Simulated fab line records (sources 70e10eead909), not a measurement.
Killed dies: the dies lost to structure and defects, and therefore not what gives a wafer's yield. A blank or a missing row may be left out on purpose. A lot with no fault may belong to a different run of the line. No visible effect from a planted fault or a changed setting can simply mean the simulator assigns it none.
Problem report in the 8D (eight disciplines) form, filled by code	flow nandHarc	the parts of the form that need people (team, actions taken, sign-off) are left out

== 1. WHAT IS WRONG ==
Wafers without a fault read 59, standard deviation 17; killedDies at NHARC_END_SORT_01 reads a mean of 167 on 6 wafers belonging to 2 lots. Measured from the usual mean, that is +6.3 standard deviations.
First observed at day 31 17:05: wafer L106.1, on prober-02. The record holds 6 wafers of 2 lots with a number at this step. The rule behind "out" and "out of limits": a value lying over 4 standard deviations away from the usual mean. The rest of the wafers with a number are treated as sound.

== 2. WHAT THIS IS AND IS NOT ==
question	is	is not
which readings at this step	killedDies, killedAtArray	killedAtOther, killedAtPeriphery, killedOpen, killedShort
which lots	L106, L107	-
which wafers of those lots	all that have a number	-
read on which gauges	prober-01, prober-02	-
when	from day 31 17:05	up to then (0 sound wafers)

== 3. THE SUSPECTS, EACH WITH WHAT RULES IT OUT ==
Counting: any tool at a process step up to the reading is kept as a suspect provided that every lot that is out went through it and no sound lot did after the first of them.
- the gauge at NHARC_END_SORT_01 has been ruled out. Those wafers that are out were read across 2 gauges (prober-01, prober-02).
- lpcvdPoly-03 at NHARC_A_CHANNEL_FILL_D2_CVD_09 (deposits poly-Si, target thk 150 nm, time 3000 s): kept. It ran every lot that is out, first L106 (day 23 00:43), and no sound lot after that.
- rieDiel-05 at NHARC_THIN_TSV_DESCUM_14 (chemistry O2, time 3 s): kept. It ran every lot that is out, first L106 (day 31 02:16), and no sound lot after that.
What counting leaves: lpcvdPoly-03 at NHARC_A_CHANNEL_FILL_D2_CVD_09 and rieDiel-05 at NHARC_THIN_TSV_DESCUM_14.

== 4. THE CAUSE (what the simulator had put in) ==
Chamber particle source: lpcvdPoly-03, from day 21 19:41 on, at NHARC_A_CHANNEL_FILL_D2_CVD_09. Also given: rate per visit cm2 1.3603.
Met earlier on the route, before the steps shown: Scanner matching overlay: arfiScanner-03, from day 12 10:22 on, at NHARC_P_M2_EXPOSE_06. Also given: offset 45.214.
Counting leaves 2 suspects; this tool is one of them.

== 5. THE CHAIN OF EFFECTS, in route order ==
Each row: a reading where the mean over the struck wafers with a number is more than 3 standard deviations away from the usual. Only readings for which the record gives a usual standard deviation are gone through. hours: the time from each lot's start at the first step in this table that gives one to its start at this step, as a median over the lots. sigmas: the change in usual standard deviations.
hours	step	reading	usual	on struck wafers	change	sigmas
0	NHARC_END_SORT_01	killedAtArray	55	162	+107	+6.3
0	NHARC_END_SORT_01	killedDies	59	167	+108	+6.3

== 6. WHAT WOULD HAVE CAUGHT IT SOONER ==
Counted from the fault's start at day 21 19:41, it took 237 hours until the first out-of-limits reading at a measuring or inspecting step in this record, taken at day 31 17:05.
All the lots that are out (2) had begun NHARC_A_CHANNEL_FILL_D2_CVD_09 on lpcvdPoly-03 by day 31 17:05. Tool hold at that time: it would have spared none of them.
